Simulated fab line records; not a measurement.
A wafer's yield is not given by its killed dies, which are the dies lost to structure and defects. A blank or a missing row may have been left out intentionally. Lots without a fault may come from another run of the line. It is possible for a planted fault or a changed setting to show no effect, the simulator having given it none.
The tool behind it: which one? / flow nand_harc / 31 wafers from 11 lots sampled at 4 of the route's 1159 steps

## WHAT EACH GAUGE READ, for each wafer
NHARC_P_GATE_CD_MEAS_26: target cd 120 nm.
lot=L347; measured=day 5 01:19; on=cd_sem-03; cd_nm (nm)=119.5 119.6 119.5
lot=L349; measured=day 5 08:22; on=cd_sem-02; cd_nm (nm)=119.9 119.1 120.0
lot=L350; measured=day 5 15:46; on=cd_sem-03; cd_nm (nm)=119.7 119.1 118.7
lot=L352; measured=day 6 07:08; on=cd_sem-03; cd_nm (nm)=119.9 119.6 119.2
lot=L354; measured=day 6 10:07; on=cd_sem-01; cd_nm (nm)=119.6 120.2 119.6
lot=L353; measured=day 6 10:52; on=cd_sem-03; cd_nm (nm)=120.9 120.4 120.1
lot=L356; measured=day 6 23:58; on=cd_sem-01; cd_nm (nm)=120.5 121.1 121.0
lot=L357; measured=day 7 23:19; on=cd_sem-03; cd_nm (nm)=115.8 119.8 115.8 116.1 119.8 115.9
lot=L361; measured=day 8 13:58; on=cd_sem-03; cd_nm (nm)=116.2 115.9
lot=L362; measured=day 8 20:33; on=cd_sem-01; cd_nm (nm)=120.8 120.3 119.2
lot=L368; measured=day 10 00:39; on=cd_sem-03; cd_nm (nm)=120.8 119.6 120.3

## WHAT TOOL EACH LOT RAN ON (gives the tool, then ch and the chambers of the sampled wafers, and finally the start)
lot=L347; NHARC_P_STI_DESCUM_14=rie_diel-11 ch 0,1,3, day 2 16:07; NHARC_P_GATE_DESCUM_13=rie_diel-12 ch 0,2, day 4 10:12; NHARC_P_GATE_PEB_24=litho_track-06 ch 0, day 5 01:14
lot=L349; NHARC_P_STI_DESCUM_14=rie_diel-11 ch 0,1,2, day 3 06:52; NHARC_P_GATE_DESCUM_13=rie_diel-02 ch 2,3, day 4 17:42; NHARC_P_GATE_PEB_24=litho_track-06 ch 0, day 5 08:17
lot=L350; NHARC_P_STI_DESCUM_14=rie_diel-11 ch 0,1,3, day 3 12:46; NHARC_P_GATE_DESCUM_13=rie_diel-12 ch 0,1,3, day 5 02:07; NHARC_P_GATE_PEB_24=litho_track-06 ch 0, day 5 15:41
lot=L352; NHARC_P_STI_DESCUM_14=rie_diel-11 ch 0,1,2, day 4 00:34; NHARC_P_GATE_DESCUM_13=rie_diel-12 ch 0,1,2, day 5 14:10; NHARC_P_GATE_PEB_24=litho_track-04 ch 0, day 6 07:04
lot=L354; NHARC_P_STI_DESCUM_14=rie_diel-03 ch 0,2,3, day 4 07:40; NHARC_P_GATE_DESCUM_13=rie_diel-02 ch 1,3, day 5 20:06; NHARC_P_GATE_PEB_24=litho_track-04 ch 0, day 6 10:02
lot=L353; NHARC_P_STI_DESCUM_14=rie_diel-11 ch 1,3, day 4 07:49; NHARC_P_GATE_DESCUM_13=rie_diel-01 ch 0,1, day 5 19:55; NHARC_P_GATE_PEB_24=litho_track-01 ch 0, day 6 10:47
lot=L356; NHARC_P_STI_DESCUM_14=rie_diel-03 ch 0,2,3, day 4 22:27; NHARC_P_GATE_DESCUM_13=rie_diel-02 ch 1,2,3, day 6 10:05; NHARC_P_GATE_PEB_24=litho_track-01 ch 0, day 6 23:53
lot=L357; NHARC_P_STI_DESCUM_14=rie_diel-03 ch 0,2, day 5 07:36; NHARC_P_GATE_DESCUM_13=rie_diel-01 ch 1,2,3, day 7 08:05; NHARC_P_GATE_PEB_24=litho_track-01 ch 0, day 7 23:14
lot=L361; NHARC_P_STI_DESCUM_14=rie_diel-07 ch 0, day 6 06:37; NHARC_P_GATE_DESCUM_13=rie_diel-12 ch 2, day 7 20:18; NHARC_P_GATE_PEB_24=litho_track-01 ch 0, day 8 13:53
lot=L362; NHARC_P_STI_DESCUM_14=rie_diel-07 ch 0,2, day 6 10:58; NHARC_P_GATE_DESCUM_13=rie_diel-01 ch 0,2, day 8 01:32; NHARC_P_GATE_PEB_24=litho_track-06 ch 0, day 8 20:28
lot=L368; NHARC_P_STI_DESCUM_14=rie_diel-03 ch 1,2,3, day 7 23:25; NHARC_P_GATE_DESCUM_13=rie_diel-02 ch 0,1,2, day 9 10:40; NHARC_P_GATE_PEB_24=litho_track-06 ch 0, day 10 00:34
- NHARC_P_STI_DESCUM_14: chemistry O2, time 3 s.
- NHARC_P_GATE_DESCUM_13: chemistry O2, time 3 s.
- NHARC_P_GATE_PEB_24: peb time 65 s.

## THE ANSWER, worked out from the rows above alone
Rule: usual is defined by the lots themselves. The widest of any qualifying gaps counts: lots, ordered by their means at a reading, are off when they make up no more than a third of the lots, leave a main group of 4 or more, and stand apart from it by 3 or more times the standard deviation of that group's means. If all means in a main group match to the digits the tables above print for the reading, that group is not used. A lot without any number at a reading at which 4 lots or more have one is off too. All remaining lots with rows at the step are treated as sound.
Off at NHARC_P_GATE_CD_MEAS_26 (cd_nm): L357, L361. The main group has a mean of 119.9 nm with a standard deviation of 0.5.
A tool fits if, at a process step before that reading, it ran every lot that is off, and no sound lot after the first of them. Those tools and the gauges at NHARC_P_GATE_CD_MEAS_26 are tried in the same way. One candidate fits, namely litho_track-01 at NHARC_P_GATE_PEB_24. A fault onset in the window from L356 (day 6 23:53, its last sound lot) to L357 (day 7 23:14, its first lot off) fits.

## WHAT THE SIMULATOR HAD INSERTED
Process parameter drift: litho_track-01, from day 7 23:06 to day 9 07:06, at NHARC_P_GATE_PEB_24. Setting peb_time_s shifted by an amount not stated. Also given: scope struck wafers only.
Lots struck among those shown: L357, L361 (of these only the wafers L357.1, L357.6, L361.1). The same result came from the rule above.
